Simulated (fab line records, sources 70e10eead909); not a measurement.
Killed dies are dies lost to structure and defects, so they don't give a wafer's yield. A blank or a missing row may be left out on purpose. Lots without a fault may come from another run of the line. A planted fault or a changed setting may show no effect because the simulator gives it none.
One fault seen from 2 desks | flow nand_harc | each desk has only its own numbers; what lay behind them comes last

THE TOOL OWNER'S DESK: krf_scanner-01
The tool's own readings at NHARC_P_GATE_EXPOSE_08 (exposes mask P HV): means of the sampled wafers that have a number, for each lot that ran on this tool. A lot is out of limits, marked OUT, if its mean lies more than 4 standard deviations from the usual mean; the brackets give that distance.
Columns: A = exposure_dose_mJ_cm2 at NHARC_P_GATE_EXPOSE_08, usual 16.745
lot  | first seen here | A
L473 | day 4 03:49     | 16.767
L476 | day 4 18:28     | 16.774
L478 | day 5 05:11     | 16.744
L484 | day 6 16:35     | 14.459 (-99 or more) OUT
L485 | day 7 08:07     | 14.464 (-99 or more) OUT
This desk's finding: out of limits on L484, L485; first on L484, day 6 16:35 (exposure_dose_mJ_cm2 at NHARC_P_GATE_EXPOSE_08). In limits: L473, L476, L478.

THE DEFECT DESK
What the inspections along the route counted, lot by lot: means of the sampled wafers that have a number. A lot is out of limits, marked OUT, if its mean lies more than 4 standard deviations from the usual mean; the brackets give that distance.
Columns: A = raw_defect_count at NHARC_P_ZERO_WELL_INSPECT_43, usual 13
lot  | first seen here | A
L473 | day 1 19:38     | 9
L474 | day 2 01:56     | 12
L475 | day 2 08:08     | 14
L476 | day 2 13:24     | 8
L477 | day 2 19:50     | 11
L478 | day 3 01:29     | 11
L484 | day 4 13:42     | 13
L485 | day 4 19:34     | 11
L489 | day 5 19:25     | 15
L492 | day 6 13:27     | 7
L493 | day 6 19:46     | 10
This desk's finding: nothing out of limits on any of the 11 lots.

PUT TOGETHER
The tool owner's desk could have raised an alarm at day 6 16:35, on L484, L485.
The defect desk saw nothing out of limits.
The defect desk has L484, L485 on record, within its limits.
Of the lots named, all ran NHARC_P_GATE_EXPOSE_08 on krf_scanner-01.

WHAT THE SIMULATOR HAD PUT IN
Process parameter drift: krf_scanner-01, from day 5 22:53 on, at NHARC_P_GATE_EXPOSE_08. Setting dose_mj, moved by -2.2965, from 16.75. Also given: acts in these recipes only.
Lots struck among those shown: L484, L485.
Hours from the fault's start to each desk's first reading out of limits: the tool owner's desk, 18.
